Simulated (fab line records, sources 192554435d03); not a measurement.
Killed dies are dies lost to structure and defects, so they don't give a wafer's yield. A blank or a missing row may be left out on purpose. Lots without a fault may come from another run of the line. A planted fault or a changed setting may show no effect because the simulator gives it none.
fab line records | flow n5_finfet
record lots=9 wafers=26 last_day=20
route steps=1938 shown BEOL_M2@859 BEOL_M4@1111
lots that met no fault: from a run of the same line without faults
start_h: hours from the record's first day to the start of the lot's first wafer shown | wait_h: hours since the lot's step before | " the same as in the row above | L1.1+2: a row that stands for several wafers | - no value, or no start given | * or withheld: withheld | < > ~ a bound
route shown NAME@n: a module of which the file shows steps, and the number in the route of the first | usual: mean/standard deviation of fault-free wafers | same: alike in all rows | chamber/n: place in a boat | sites: the reading at each site | _std_site: their standard deviation | _edge_site: outer sites' mean less inner sites' | radius_mm: how far each site lies from the wafer's centre | mask NAME#n: copy n | behind: the tool/chamber that last shaped the wafer | hold: why the lot was held/for how many hours/how that ended | device: the transistor (n, p or np) that didn't switch | end of line: the same wafers' tests at the end of the route | a step without rows: its recipe alone | killed: dies lost to structure and defects at the first sort, not the wafer's yield | map: a wafer's dies, x killed, . not, _ none there
set.NAME: the setting as run; set.NAME@STEP: as run at that earlier step | model.NAME: the simulator's own value behind a step, which no gauge read
steps of the route over a sample of lots; a table a step, a row a wafer
services: from which hour (start_h, from the record's first day; less than 0 if before it) a tool's chamber was out of use, for how many hours, and why
## steps
# step N5_BEOL_M2_ETCH_63
# recipe chemistry=CF4 target=SiARC target_depth_a=156 mask_material=CAR-EUV time_s=26 ion_energy_ev=80 pressure_mtorr=40 source_w=545 bias_w=36 Ar_flow_sccm=100 cf4_flow_sccm=100 ends=cleared
# usual drypump_motor_current_A=5.6/0.53 etch_rf_on_time_s=25.8/0.37 oes_product_au=0.71/0.072 rf_vpp_V=184.4/1.3 showerhead_plenum_p_Torr=2.17/0.083 throttle_valve_pct=15.54/0.21
# columns lot.wafer tool chamber start_h wait_h drypump_motor_current_A etch_rf_on_time_s oes_product_au rf_hours_counter_h rf_vpp_V showerhead_plenum_p_Torr throttle_valve_pct
L410.1 rie_diel-04 3 135.66 0.0 6.1 26.3 0.59 239 181.7 2.03 15.96
L410.4 " 1 " " 5.0 25.9 0.80 6 185.8 2.27 15.18
L410.6 " 0 " " 5.3 26.1 0.78 - 183.1 2.10 15.40
L413.1 rie_diel-03 1 151.95 0.0 6.5 25.4 0.75 46 185.0 2.26 15.49
L413.4 " 3 " " 4.8 26.2 0.61 - 184.1 2.21 15.91
L413.5 " 1 " " 6.5 25.5 0.76 - 185.3 2.26 15.49
L419.1 rie_diel-01 3 190.13 0.0 6.3 25.6 0.76 32 182.1 2.10 15.55
L419.4 " 1 " " 5.1 25.8 0.76 39 184.0 2.27 15.50
L419.6 " 3 " " 6.3 25.6 0.76 - 182.7 2.10 15.55
L423.4 rie_diel-03 0 219.77 0.0 5.5 25.8 0.81 14 184.3 2.10 15.28
L423.5 " 0 " " 5.5 25.7 0.81 - 184.3 2.10 15.25
L425.3 rie_diel-01 0 223.69 0.0 5.7 26.0 0.67 108 183.1 2.15 15.50
L425.4 " 2 " " 5.3 25.8 0.76 33 185.7 2.27 15.45
L425.6 " 2 " " 5.3 25.7 0.76 - 187.0 2.27 15.44
L427.2 rie_diel-04 0 242.68 0.0 5.3 26.5 0.72 62 182.3 2.09 15.48
L427.3 " 2 " " 6.1 25.7 0.67 114 184.4 2.15 15.44
L427.4 " 3 " " 6.0 25.3 0.81 16 185.1 2.28 15.54
L430.2 rie_diel-04 1 265.53 0.0 5.0 26.2 0.71 55 185.7 2.25 15.26
L430.4 " 0 " " 5.3 26.2 0.71 70 182.5 2.09 15.48
L430.5 " 1 " " 5.0 26.1 0.71 - 184.1 2.25 15.27
L431.1 rie_diel-03 3 276.11 0.0 4.8 26.3 0.59 235 184.4 2.20 15.97
L431.3 " 2 " " 5.3 26.3 0.59 239 183.1 2.03 15.84
L431.6 " 0 " " 5.5 25.6 0.79 - 184.0 2.09 15.31
L433.1 rie_diel-03 1 296.30 0.0 6.5 25.9 0.68 100 184.2 2.24 15.60
L433.2 " 2 " " 5.3 26.3 0.59 244 182.3 2.03 15.85
L433.5 " 0 " " 5.5 25.6 0.77 - 181.8 2.09 15.30
# step N5_BEOL_M2_DESCUM_33
# recipe chemistry=O2 time_s=7 source_power_w=50 bias_power_w=20 pressure_mtorr=20 rf_frequency_hz=2.712e+07 temp_c=40 resist=CAR-EUV o2_flow_sccm=225
# usual drypump_motor_current_A=5.6/0.53 oes_product_au=0.83/0.089 rf_vpp_V=243.6/1.5 showerhead_plenum_p_Torr=2.12/0.089 throttle_valve_pct=20.37/0.19
# columns lot.wafer tool chamber start_h wait_h drypump_motor_current_A oes_product_au rf_hours_counter_h rf_vpp_V showerhead_plenum_p_Torr throttle_valve_pct
L410.1 rie_diel-04 0 136.85 0.4 5.4 0.92 22 241.7 2.05 20.28
L410.4 " 3 " " 6.0 0.69 240 241.9 1.97 20.64
L410.6 " 0 " " 5.3 0.92 - 243.2 2.05 20.27
L413.1 rie_diel-03 0 152.91 0.0 5.5 0.68 245 242.5 2.05 20.37
L413.4 " 1 " " 6.5 0.88 - 245.3 2.22 20.33
L413.5 " 0 " " 5.5 0.68 - 242.6 2.05 20.39
L419.1 rie_diel-04 1 191.14 0.0 5.0 0.89 27 245.1 2.23 20.12
L419.4 " 0 " " 5.3 0.89 - 243.1 2.04 20.30
L419.6 " 1 " " 5.0 0.88 - 245.8 2.23 20.12
L423.4 rie_diel-04 1 220.68 0.0 5.0 0.88 38 244.9 2.22 20.12
L423.5 " 3 " " 6.1 0.97 - 245.6 2.22 20.34
L425.3 rie_diel-01 0 224.51 0.0 5.7 0.79 108 243.6 2.11 20.36
L425.4 " 2 " " 5.3 0.89 33 245.8 2.23 20.31
L425.6 " 2 " " 5.3 0.90 - 245.3 2.23 20.30
L427.2 rie_diel-04 3 243.51 0.0 6.0 0.95 16 246.1 2.22 20.34
L427.3 " 0 " " 5.3 0.86 62 241.9 2.03 20.32
L427.4 " 2 " " 6.1 0.78 114 242.4 2.11 20.30
L430.2 rie_diel-03 2 266.64 0.0 5.3 0.71 236 240.5 1.97 20.53
L430.4 " 1 " " 6.5 0.84 93 244.7 2.20 20.39
L430.5 " 3 " " 4.8 0.70 - 243.5 2.15 20.78
L431.1 rie_diel-01 2 276.93 0.0 5.3 0.86 52 244.3 2.22 20.34
L431.3 " 0 " " 5.7 0.78 123 243.1 2.10 20.37
L431.6 " 1 " " 5.1 0.85 - 244.4 2.21 20.37
L433.1 rie_diel-01 2 297.14 0.0 5.3 0.85 59 246.1 2.22 20.36
L433.2 " 3 " " 6.3 0.83 69 242.1 2.04 20.53
L433.5 " 0 " " 5.7 0.77 - 244.4 2.10 20.39
# step N5_BEOL_M2_ETCH_69
# recipe chemistry=CF4 target=SiARC target_depth_a=156 mask_material=CAR-EUV time_s=26 ion_energy_ev=80 pressure_mtorr=40 source_w=545 bias_w=36 Ar_flow_sccm=100 cf4_flow_sccm=100 ends=cleared
# usual drypump_motor_current_A=5.6/0.53 etch_rf_on_time_s=25.8/0.36 oes_product_au=0.71/0.075 rf_vpp_V=184.4/1.3 showerhead_plenum_p_Torr=2.17/0.083 throttle_valve_pct=15.55/0.22
# columns lot.wafer tool chamber start_h wait_h drypump_motor_current_A etch_rf_on_time_s oes_product_au rf_hours_counter_h rf_vpp_V showerhead_plenum_p_Torr throttle_valve_pct
L410.1 rie_diel-04 0 136.90 0.0 5.3 26.0 0.79 22 184.6 2.10 15.41
L410.4 " 3 " " 6.0 26.7 0.59 240 181.9 2.03 15.95
L410.6 " 0 " " 5.3 26.4 0.78 - 184.0 2.10 15.42
L413.1 rie_diel-03 0 152.96 0.0 5.5 25.8 0.59 245 184.9 2.11 15.70
L413.4 " 1 " " 6.5 25.6 0.75 - 185.2 2.26 15.49
L413.5 " 0 " " 5.5 25.9 0.59 - 184.1 2.11 15.70
L419.1 rie_diel-04 1 191.19 0.0 5.1 26.1 0.74 27 186.5 2.26 15.21
L419.4 " 0 " " 5.3 26.2 0.75 - 182.8 2.10 15.43
L419.6 " 1 " " 5.1 26.0 0.76 - 185.3 2.26 15.22
L423.4 rie_diel-04 1 220.73 0.0 5.1 26.0 0.74 38 185.4 2.26 15.26
L423.5 " 3 " " 6.1 35.0 0.70 - 186.0 2.28 15.53
L425.3 rie_diel-01 0 224.56 0.0 5.8 26.0 0.68 108 184.1 2.15 15.51
L425.4 " 2 " " 5.3 25.6 0.76 33 185.8 2.27 15.43
L425.6 " 2 " " 5.3 25.8 0.76 - 186.4 2.27 15.43
L427.2 rie_diel-04 3 243.56 0.0 6.0 34.8 0.68 16 185.1 2.28 15.52
L427.3 " 0 " " 5.3 26.4 0.72 62 183.9 2.09 15.50
L427.4 " 2 " " 6.1 25.8 0.66 114 184.3 2.15 15.42
L430.2 rie_diel-03 2 266.69 0.0 5.3 26.0 0.60 236 183.4 2.03 15.83
L430.4 " 1 " " 6.5 25.2 0.71 93 183.7 2.25 15.58
L430.5 " 3 " " 4.9 25.8 0.60 - 184.1 2.20 15.96
L431.1 rie_diel-01 2 276.98 0.0 5.3 26.0 0.73 52 187.1 2.26 15.47
L431.3 " 0 " " 5.7 26.0 0.66 123 184.7 2.15 15.55
L431.6 " 1 " " 5.1 25.6 0.72 - 185.4 2.26 15.57
L433.1 rie_diel-01 2 297.19 0.0 5.3 25.7 0.73 59 185.2 2.26 15.48
L433.2 " 3 " " 6.3 25.1 0.72 69 183.6 2.09 15.62
L433.5 " 0 " " 5.8 25.5 0.66 - 186.5 2.15 15.55
# step N5_BEOL_M2_STRIP_36
# recipe chemistry=N2/H2 power_w=450 temp_c=40 pressure_mtorr=20 rf_frequency_hz=6e+07 overash_fraction=0.3 bias_power_w=7 h2_frac=0.5 n2_flow_sccm=200 h2_flow_sccm=200
# usual drypump_motor_current_A=5.6/0.49 oes_product_au=0.84/0.073 rf_vpp_V=59.3/1.5 showerhead_plenum_p_Torr=2.59/0.11 throttle_valve_pct=23.60/0.21
# columns lot.wafer tool chamber start_h wait_h drypump_motor_current_A oes_product_au rf_hours_counter_h rf_vpp_V showerhead_plenum_p_Torr throttle_valve_pct
L410.1 rie_diel-03 1 150.92 0.0 6.5 0.89 45 60.3 2.70 23.66
L410.4 " 2 " " 5.3 0.73 191 57.8 2.42 23.88
L410.6 " 3 " " 4.8 0.72 - 60.5 2.62 24.12
L413.1 rie_diel-04 1 171.46 0.0 5.0 0.89 18 59.7 2.71 23.56
L413.4 " 0 " " 5.3 0.90 33 58.7 2.49 23.59
L413.5 " 2 " " 6.1 0.82 - 57.5 2.56 23.36
L419.1 rie_diel-04 1 201.07 0.0 5.1 0.87 32 61.4 2.70 23.60
L419.4 " 2 " " 6.1 0.79 100 59.0 2.55 23.36
L419.6 " 2 " " 6.1 0.80 - 59.0 2.55 23.36
L423.4 rie_diel-01 2 226.22 0.0 5.4 0.88 34 59.0 2.70 23.50
L423.5 " 1 " " 5.1 0.85 - 57.8 2.69 23.59
L425.3 rie_diel-04 2 235.51 0.0 6.1 0.79 112 58.7 2.55 23.35
L425.4 " 1 " " 5.1 0.84 43 61.8 2.70 23.63
L425.6 " 3 " " 6.0 0.95 - 61.0 2.70 23.52
L427.2 rie_diel-04 2 246.05 0.0 6.1 0.78 116 57.9 2.55 23.39
L427.3 " 1 " " 5.1 0.84 47 60.2 2.70 23.66
L427.4 " 0 " " 5.3 0.84 63 58.0 2.47 23.62
L430.2 rie_diel-01 0 274.15 0.0 5.7 0.79 123 59.0 2.54 23.39
L430.4 " 1 " " 5.1 0.86 67 60.2 2.69 23.62
L430.5 " 1 " " 5.1 0.85 - 60.5 2.69 23.60
L431.1 rie_diel-04 3 291.62 0.0 6.0 0.91 32 59.8 2.70 23.58
L431.3 " 0 " " 5.3 0.83 79 58.7 2.47 23.65
L431.6 " 0 " " 5.4 0.83 - 55.9 2.47 23.64
L433.1 rie_diel-01 1 309.83 0.0 5.1 0.81 79 60.1 2.68 23.62
L433.2 " 0 " " 5.8 0.76 134 59.7 2.54 23.42
L433.5 " 2 " " 5.3 0.86 - 58.9 2.68 23.54
# step N5_BEOL_M4_RC_MEAS_101
# usual DIBL_N=36.6/1.1 DIBL_P=36.8/1.6 IOFF_N=0.169/0.024 IOFF_P=0.206/0.028 ION_N=679/9.2 ION_P=462/7 SS_N=71.6/0.57 SS_P=73.3/0.57 VT_N=248.8/2.4 VT_P=-251/3
# columns lot.wafer tool chamber start_h wait_h DIBL_N[mV/V] DIBL_P[mV/V] IOFF_N[nA/um] IOFF_P[nA/um] ION_N[uA/um] ION_P[uA/um] SS_N[mV/dec] SS_P[mV/dec] VT_N[mV] VT_P[mV]
L410.1 prober-02 0 193.26 0.0 36.5 36.2 0.161 0.177 674 462 70.6 73.1 248.3 -256
L410.4 " 0 " " 36.5 36.3 0.161 0.175 688 460 71.0 73.1 249.3 -255
L410.6 " 0 " " 34.9 33.7 0.131 0.148 659 453 70.3 72.7 254.6 -258
L413.1 prober-01 0 224.32 0.0 35.8 35.8 0.138 0.190 671 462 71.0 73.5 252.2 -252
L413.4 " 0 " " 36.5 37.8 0.158 0.219 678 464 70.8 73.9 248.2 -252
L413.5 " 0 " " 36.6 37.3 0.155 0.197 674 463 70.9 72.4 248.5 -253
L419.1 prober-01 0 245.23 0.0 36.7 35.7 0.153 0.236 683 475 71.3 72.6 246.7 -247
L419.4 " 0 " " 35.7 33.7 0.143 0.199 683 467 71.4 72.7 246.6 -253
L419.6 " 0 " " 38.2 38.3 0.195 0.275 688 480 71.7 73.3 245.8 -246
L423.4 prober-01 0 270.94 0.5 36.2 35.4 0.149 0.191 677 461 70.7 73.2 248.8 -249
L423.5 " 0 " " 37.5 37.1 0.177 0.219 695 466 71.7 73.8 251.3 -248
L425.3 prober-02 0 278.14 0.3 35.7 36.9 0.147 0.177 676 460 71.2 73.3 253.7 -254
L425.4 " 0 " " 34.5 35.6 0.123 0.160 658 450 70.6 73.3 254.6 -257
L425.6 " 0 " " 37.8 39.1 0.188 0.206 668 453 71.7 73.9 247.8 -254
L427.2 prober-02 0 299.86 0.2 37.6 36.6 0.173 0.171 673 447 71.0 73.9 248.9 -255
L427.3 " 0 " " 38.0 37.1 0.187 0.183 680 453 72.1 73.8 248.6 -259
L427.4 " 0 " " 36.0 34.8 0.149 0.158 673 451 71.1 73.6 251.8 -258
L430.2 prober-02 0 316.62 0.2 36.3 37.4 0.169 0.221 673 466 71.8 73.9 249.2 -247
L430.4 " 0 " " 35.4 36.6 0.160 0.210 678 466 72.1 73.6 249.0 -251
L430.5 " 0 " " 35.3 36.5 0.150 0.212 672 466 72.1 73.2 253.6 -251
L431.1 prober-02 0 339.08 0.0 35.1 35.8 0.150 0.162 672 450 71.7 73.1 249.1 -257
L431.3 " 0 " " 35.8 37.0 0.165 0.175 675 447 71.1 73.6 247.9 -255
L431.6 " 0 " " 36.7 37.9 0.179 0.186 685 456 71.0 74.1 247.0 -256
L433.1 prober-02 0 349.03 0.0 35.9 36.9 0.140 0.171 673 455 70.7 72.8 255.4 -252
L433.2 " 0 " " 36.3 37.3 0.143 0.179 675 460 71.4 72.9 252.2 -253
L433.5 " 0 " " 37.0 38.6 0.157 0.190 675 461 71.6 72.7 250.8 -252
## services
# columns tool chamber start_h hours kind
rie_diel-01 - 129.43 10.9 repair
rie_diel-04 3 138.33 9.4 repair
rie_diel-01 2 143.52 8.2 repair
rie_diel-03 0 165.44 - clean
rie_diel-03 0 165.44 - consumable_replace:focus_ring
rie_diel-03 0 165.44 20.8 scheduled_down
rie_diel-03 0 165.44 20.8 vent_cycle
rie_diel-04 3 182.81 - clean
rie_diel-04 3 182.81 - consumable_replace:focus_ring
rie_diel-04 3 182.81 - consumable_replace:showerhead
rie_diel-04 3 182.81 17.6 scheduled_down
rie_diel-04 3 182.81 17.6 vent_cycle
rie_diel-01 0 264.71 3.7 repair
rie_diel-04 1 294.03 23.1 repair
## key
first_sign step=N5_BEOL_M2_ETCH_69 reading=etch_rf_on_time_s direction=up sigmas=25 usual=* struck=*
effect none on later readings
met_at N5_BEOL_M2_ETCH_69
struck_lots L423,L427
struck_wafers L423.5,L427.2
not_acting_at N5_BEOL_M2_ETCH_63,N5_BEOL_M2_DESCUM_33,N5_BEOL_M2_STRIP_36
onset_between 191.19 220.73
fault kind=process_parameter_drift tool=rie_diel-04 chamber=- onset_h=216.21 steps=N5_BEOL_M2_ETCH_69 channel=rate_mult offset=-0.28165 shape=step end_h=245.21 scope=struck_wafers_only
